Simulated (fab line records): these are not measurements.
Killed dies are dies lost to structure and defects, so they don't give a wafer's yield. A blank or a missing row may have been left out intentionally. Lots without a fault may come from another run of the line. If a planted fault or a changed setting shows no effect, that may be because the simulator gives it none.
Lot-split experiment || flow n5-finfet || 7 lots, 21 wafers read, on a route of 1938 steps

## THE SPLIT ITSELF
At N5_BEOL_M2_COAT_76 (time 60 s, resist thk 5 nm), the setting spin-rpm was moved away from the recipe's 1500 rpm on 6 of the 21 wafers read, by -8.2% to +10.5%. All remaining wafers had this setting at the recipe value.

## FROM THE SPLIT TO THE READING: what the file shows between them, 7 steps
- N5_BEOL_M2_COAT_22: resist thk 30 nm (also split here: spin-rpm)
- N5_BEOL_M2_EBR_24
- N5_BEOL_M2_SOFTBAKE_23: time 60 s
- N5_BEOL_M2_EXPOSE_25: exposes mask V1, defocus 5 nm
- N5_BEOL_M2_PEB_26: peb time 60 s
- N5_BEOL_M2_DEVELOP_27: develop time 30 s
- N5_BEOL_M2_DESCUM_33: chemistry O2, time 7 s

## THE READING
etch.depth-nm (the simulator's own value, which no gauge read), in nm, at N5_BEOL_M2_ETCH_77 (etches underlayer in N2/H2, target depth 6.5 nm, time 5.2 s). The file gives no usual value for it. Across the 15 wafers here that went through the recipe, the average is 5.008 nm and the standard deviation 0.012 nm.

{"wafer": "L081.1", "tool, chamber at the split": "litho-track-02, 0", "spin-rpm as run, rpm": 1657, "against the recipe": "+10.5%", "etch.depth-nm, nm": 4.743, "against lot-mates on the recipe": -0.260}
{"wafer": "L081.2", "tool, chamber at the split": "litho-track-02, 0", "spin-rpm as run, rpm": 1500, "against the recipe": "recipe", "etch.depth-nm, nm": 5.003, "against lot-mates on the recipe": "-"}
{"wafer": "L081.3", "tool, chamber at the split": "litho-track-02, 0", "spin-rpm as run, rpm": 1500, "against the recipe": "recipe", "etch.depth-nm, nm": 5.004, "against lot-mates on the recipe": "-"}
{"wafer": "L082.2", "tool, chamber at the split": "litho-track-02, 0", "spin-rpm as run, rpm": 1500, "against the recipe": "recipe", "etch.depth-nm, nm": 4.99, "against lot-mates on the recipe": "-"}
{"wafer": "L082.4", "tool, chamber at the split": "litho-track-02, 0", "spin-rpm as run, rpm": 1500, "against the recipe": "recipe", "etch.depth-nm, nm": 4.987, "against lot-mates on the recipe": "-"}
{"wafer": "L082.6", "tool, chamber at the split": "litho-track-02, 0", "spin-rpm as run, rpm": 1500, "against the recipe": "recipe", "etch.depth-nm, nm": 4.985, "against lot-mates on the recipe": "-"}
{"wafer": "L083.2", "tool, chamber at the split": "litho-track-02, 0", "spin-rpm as run, rpm": 1656, "against the recipe": "+10.4%", "etch.depth-nm, nm": 4.758, "against lot-mates on the recipe": -0.249}
{"wafer": "L083.3", "tool, chamber at the split": "litho-track-02, 0", "spin-rpm as run, rpm": 1500, "against the recipe": "recipe", "etch.depth-nm, nm": 5.007, "against lot-mates on the recipe": "-"}
{"wafer": "L083.6", "tool, chamber at the split": "litho-track-02, 0", "spin-rpm as run, rpm": 1656, "against the recipe": "+10.4%", "etch.depth-nm, nm": 4.749, "against lot-mates on the recipe": -0.258}
{"wafer": "L085.1", "tool, chamber at the split": "litho-track-03, 0", "spin-rpm as run, rpm": 1377, "against the recipe": "-8.2%", "etch.depth-nm, nm": 5.238, "against lot-mates on the recipe": "no lot-mate on the recipe"}
{"wafer": "L085.2", "tool, chamber at the split": "litho-track-03, 0", "spin-rpm as run, rpm": 1377, "against the recipe": "-8.2%", "etch.depth-nm, nm": 5.239, "against lot-mates on the recipe": "no lot-mate on the recipe"}
{"wafer": "L085.5", "tool, chamber at the split": "litho-track-03, 0", "spin-rpm as run, rpm": 1377, "against the recipe": "-8.2%", "etch.depth-nm, nm": 5.235, "against lot-mates on the recipe": "no lot-mate on the recipe"}
{"wafer": "L087.3", "tool, chamber at the split": "litho-track-04, 0", "spin-rpm as run, rpm": 1500, "against the recipe": "recipe", "etch.depth-nm, nm": 5.016, "against lot-mates on the recipe": "-"}
{"wafer": "L087.4", "tool, chamber at the split": "litho-track-04, 0", "spin-rpm as run, rpm": 1500, "against the recipe": "recipe", "etch.depth-nm, nm": 5.013, "against lot-mates on the recipe": "-"}
{"wafer": "L087.5", "tool, chamber at the split": "litho-track-04, 0", "spin-rpm as run, rpm": 1500, "against the recipe": "recipe", "etch.depth-nm, nm": 5.016, "against lot-mates on the recipe": "-"}
{"wafer": "L091.1", "tool, chamber at the split": "litho-track-03, 0", "spin-rpm as run, rpm": 1500, "against the recipe": "recipe", "etch.depth-nm, nm": 5.029, "against lot-mates on the recipe": "-"}
{"wafer": "L091.2", "tool, chamber at the split": "litho-track-03, 0", "spin-rpm as run, rpm": 1500, "against the recipe": "recipe", "etch.depth-nm, nm": 5.012, "against lot-mates on the recipe": "-"}
{"wafer": "L091.6", "tool, chamber at the split": "litho-track-03, 0", "spin-rpm as run, rpm": 1500, "against the recipe": "recipe", "etch.depth-nm, nm": 5.022, "against lot-mates on the recipe": "-"}
{"wafer": "L093.3", "tool, chamber at the split": "litho-track-02, 0", "spin-rpm as run, rpm": 1500, "against the recipe": "recipe", "etch.depth-nm, nm": 5.004, "against lot-mates on the recipe": "-"}
{"wafer": "L093.4", "tool, chamber at the split": "litho-track-02, 0", "spin-rpm as run, rpm": 1500, "against the recipe": "recipe", "etch.depth-nm, nm": 5.018, "against lot-mates on the recipe": "-"}
{"wafer": "L093.5", "tool, chamber at the split": "litho-track-02, 0", "spin-rpm as run, rpm": 1500, "against the recipe": "recipe", "etch.depth-nm, nm": 5.015, "against lot-mates on the recipe": "-"}

FIT RESULTS
A straight line over all 21 wafers: etch.depth-nm changes by -0.026 nm for each +1% of spin-rpm; r = -1.00; the points scatter about the line by 0.013 nm.
The same after taking each lot's own level away (the mean of its wafers on the recipe; 18 wafers): -0.0245 nm for each +1%; r = -1.00; scatter 0.0046 nm.
On that fit, the largest move of spin-rpm shifts the reading by 0.26 nm.
The lots' own levels span 4.9873 to 5.0210 nm, that is 2.7 times the standard deviation above.
The two slopes are in agreement: the lot-to-lot level therefore moves the slope only a little.
Check: -0.255 nm against its lot-mates is what the line predicts for one of the wafers moved furthest among these (+10.5%) when that wafer is left out of the fit. Against them it came out at -0.26 nm.

## THESE WAFERS: OTHER SPLITS
Other splits were also applied to these wafers ahead of the reading. Each is held against what the fit with the lots' levels taken away leaves over:
{"other split on the same wafers": "N5_MOL_CONTACT_COAG_DESCUM_45 time-s", "wafers away from the commonest value": 2, "r with etch.depth-nm (lot level and that fit taken away)": "+0.06"}
{"other split on the same wafers": "N5_MOL_CONTACT_COAG_VIA_ETCH_117 bias-w", "wafers away from the commonest value": 6, "r with etch.depth-nm (lot level and that fit taken away)": "+0.16"}
{"other split on the same wafers": "N5_BEOL_M0_ETCH_109 bias-w", "wafers away from the commonest value": 10, "r with etch.depth-nm (lot level and that fit taken away)": "+0.15"}
{"other split on the same wafers": "N5_BEOL_M1_COAT_62 spin-rpm", "wafers away from the commonest value": 6, "r with etch.depth-nm (lot level and that fit taken away)": -0.19}
{"other split on the same wafers": "N5_BEOL_M1_COAT_05 spin-rpm", "wafers away from the commonest value": 1, "r with etch.depth-nm (lot level and that fit taken away)": "+0.11"}
{"other split on the same wafers": "N5_BEOL_M2_COAT_22 spin-rpm", "wafers away from the commonest value": 12, "r with etch.depth-nm (lot level and that fit taken away)": -0.09}

## FILE'S OWN FIT
etch.depth-nm changes by -0.0247 nm for each +1% of spin-rpm, r = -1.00.
